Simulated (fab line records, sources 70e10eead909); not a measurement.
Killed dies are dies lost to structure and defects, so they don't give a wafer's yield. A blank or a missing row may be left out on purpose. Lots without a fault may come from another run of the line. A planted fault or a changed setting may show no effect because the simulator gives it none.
One fault seen from 2 desks | flow nand_harc | each desk has only its own numbers; what lay behind them comes last

THE DEFECT DESK
What the inspections along the route counted, lot by lot: means of the sampled wafers that have a number. A lot is out of limits, marked OUT, if its mean lies more than 4 standard deviations from the usual mean; the brackets give that distance.
Columns: A = raw_defect_count at NHARC_A_CHANNEL_HOLE_D2_INSPECT_40, usual 285
lot  | first seen here | A
L512 | day 13 11:17    | 302
L515 | day 15 02:25    | 265
L522 | day 18 04:53    | 715 (+4.6) OUT
L527 | day 19 15:07    | 229
L528 | day 20 09:48    | 249
L529 | day 20 11:25    | 367
L531 | day 21 05:19    | 339
L532 | day 21 22:44    | 221
L533 | day 22 16:42    | 261
L534 | day 22 19:27    | 258
L535 | day 22 20:52    | 255
This desk's finding: out of limits on L522; first on L522, day 18 04:53 (raw_defect_count at NHARC_A_CHANNEL_HOLE_D2_INSPECT_40). In limits: L512, L515, L527, L528, L529, L531, L532, L533, L534, L535.

THE TOOL OWNER'S DESK: wet_bench-06
The tool's own readings at NHARC_A_CHANNEL_HOLE_D2_PRECLEAN_29 (cleans in SC1): means of the sampled wafers that have a number, for each lot that ran on this tool. A lot is out of limits, marked OUT, if its mean lies more than 4 standard deviations from the usual mean; the brackets give that distance.
Columns: A = temp_c at NHARC_A_CHANNEL_HOLE_D2_PRECLEAN_29, usual 49.99 C
lot  | first seen here | A
L522 | day 18 04:34    | 49.89
L531 | day 21 05:00    | 50.05
L533 | day 22 16:23    | 50.05
L534 | day 22 19:07    | 50.12
L535 | day 22 20:33    | 49.91
This desk's finding: nothing out of limits on any of the 5 lots.

PUT TOGETHER
The defect desk could have raised an alarm at day 18 04:53, on L522.
The tool owner's desk saw nothing out of limits.
The tool owner's desk has L522 on record, within its limits.
Of the lots named, all ran NHARC_A_CHANNEL_HOLE_D2_PRECLEAN_29 on wet_bench-06.

WHAT THE SIMULATOR HAD PUT IN
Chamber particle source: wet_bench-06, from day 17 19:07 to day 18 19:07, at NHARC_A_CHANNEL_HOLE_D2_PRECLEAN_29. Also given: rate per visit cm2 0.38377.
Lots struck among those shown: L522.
Hours from the fault's start to each desk's first reading out of limits: the defect desk, 10.
